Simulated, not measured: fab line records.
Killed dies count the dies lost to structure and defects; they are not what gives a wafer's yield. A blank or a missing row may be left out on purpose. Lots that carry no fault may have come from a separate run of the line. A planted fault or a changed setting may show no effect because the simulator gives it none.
The tool behind it: which one? -- flow nand_harc -- 7 lots with 21 wafers sampled at 3 steps, on a route of 1159 steps

## WHAT THE GAUGES READ, wafer by wafer
NHARC_A_M0_THK_MEAS_24: measures by xrf.
lot,measured,on,thk_nm (nm)
L214,day 17 22:07,film_metro-02,112.8 115.6 115.2
L215,day 17 22:57,film_metro-01,114.0 114.8 112.3
L218,day 18 08:17,film_metro-02,114.4 114.0 113.3
L220,day 19 11:52,film_metro-02,114.2 115.0 114.4
L223,day 20 11:22,film_metro-01,112.7 114.8 113.6
L234,day 23 05:47,film_metro-02,113.5 112.2 113.7
L236,day 23 16:12,film_metro-02,116.0 113.7 114.7

## EACH LOT AND THE TOOL THAT RAN IT (in order: tool; ch and the chambers of the sampled wafers; start)
lot,NHARC_A_ONON_D1_DEP_00,NHARC_A_M0_PRE_CLEAN_29
L214,"pecvd_onon-01 ch 0, day 7 15:32","pvd_sputter-03, day 17 22:07 or earlier"
L215,"pecvd_onon-02 ch 0, day 8 02:20","pvd_sputter-03, day 17 22:57 or earlier"
L218,"pecvd_onon-02 ch 0, day 8 17:35","pvd_sputter-03, day 18 08:17 or earlier"
L220,"pecvd_onon-02 ch 0, day 9 05:14","pvd_sputter-03, day 19 11:52 or earlier"
L223,"pecvd_onon-01 ch 0, day 10 11:35","pvd_sputter-02, day 20 11:22 or earlier"
L234,"pecvd_onon-03 ch 0, day 12 15:18","pvd_sputter-03, day 23 05:47 or earlier"
L236,"pecvd_onon-03 ch 0, day 13 13:21","pvd_sputter-01, day 23 16:12 or earlier"
- NHARC_A_ONON_D1_DEP_00: target thk 1000 nm.
- NHARC_A_M0_PRE_CLEAN_29: time 30 s.

## THE ANSWER, worked out from the rows above alone
Rule: usual is defined by the lots themselves. Put in order of their means at a reading, lots are off if they are a third of the lots or fewer, leave a main group of 4 or more, and stand apart from it by a gap of 3 or more times the standard deviation of the main group's means; of several such gaps the widest counts. If all means in a main group match to the digits the tables above print for the reading, that group is not used. A lot without any number at a reading at which 4 lots or more have one is off too. All remaining lots with rows at the step are treated as sound.
No lot is off on any of the readings shown, so nothing can be concluded from this.

## WHAT THE SIMULATOR HAD PUT IN
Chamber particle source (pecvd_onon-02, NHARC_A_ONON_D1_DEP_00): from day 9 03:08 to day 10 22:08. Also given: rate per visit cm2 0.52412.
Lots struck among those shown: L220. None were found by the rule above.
